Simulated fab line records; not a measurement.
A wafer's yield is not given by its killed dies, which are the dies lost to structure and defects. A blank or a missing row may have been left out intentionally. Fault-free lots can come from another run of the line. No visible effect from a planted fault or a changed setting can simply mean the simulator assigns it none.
Matching of chambers + flow n5Finfet + N5_BEOL_M7_STRIP_19 on rieDiel-06: 4 sister chambers
The step strips in O2. 8 wafers are shown with their chamber, then 9 later ones without.

## WAFERS PAIRED WITH THEIR CHAMBERS
| wafer  | chamber | drypumpMotorCurrentA (A) | throttleValvePct (%) |
|--------|---------|--------------------------|----------------------|
| L080.1 | 3       | 5.9                      | 16.72                |
| L086.6 | 1       | 5.2                      | 16.76                |
| L084.1 | 0       | 6.6                      | 16.11                |
| L084.4 | 1       | 5.2                      | 16.73                |
| L084.5 | 2       | 5.9                      | 16.59                |
| L087.4 | 0       | 6.6                      | 16.13                |
| L087.5 | 3       | 6.0                      | 16.73                |
| L087.6 | 2       | 5.9                      | 16.62                |

## WAFERS MISSING THEIR CHAMBER
| wafer  | drypumpMotorCurrentA (A) | throttleValvePct (%) |
|--------|--------------------------|----------------------|
| L088.2 | 6.6                      | 16.15                |
| L088.3 | 5.9                      | 16.63                |
| L088.4 | 5.2                      | 16.76                |
| L091.1 | 5.2                      | 16.78                |
| L091.2 | 5.9                      | 16.62                |
| L091.4 | 6.0                      | 16.75                |
| L092.1 | 6.6                      | 16.14                |
| L092.3 | 6.0                      | 16.75                |
| L092.5 | 6.6                      | 16.14                |

## WHICH CHAMBER EACH ONE RAN IN
| wafer  | from the rows above | in truth |
|--------|---------------------|----------|
| L088.2 | 0                   | 0        |
| L088.3 | 2                   | 2        |
| L088.4 | 1                   | 1        |
| L091.1 | 1                   | 1        |
| L091.2 | 2                   | 2        |
| L091.4 | 3                   | 3        |
| L092.1 | 0                   | 0        |
| L092.3 | 3                   | 3        |
| L092.5 | 0                   | 0        |
Correctly placed: 9 of 9. Not placeable from these rows: 0. Placed wrongly: 0.
How it was worked out, from the rows above alone: a wafer's distance from a chamber is the root of the sum, over the readings, of the square of ((its reading less the chamber's mean) divided by the reading's scatter). If the next closest chamber is less than 2 further off than the closest, the wafer can't be placed; otherwise it belongs to the closest. For every chamber, the mean is computed from those of its wafers that are shown. The scatter is the square root of a quotient: the sum, over the shown wafers, of each reading's squared deviation from its chamber's mean, divided by wafers minus chambers.
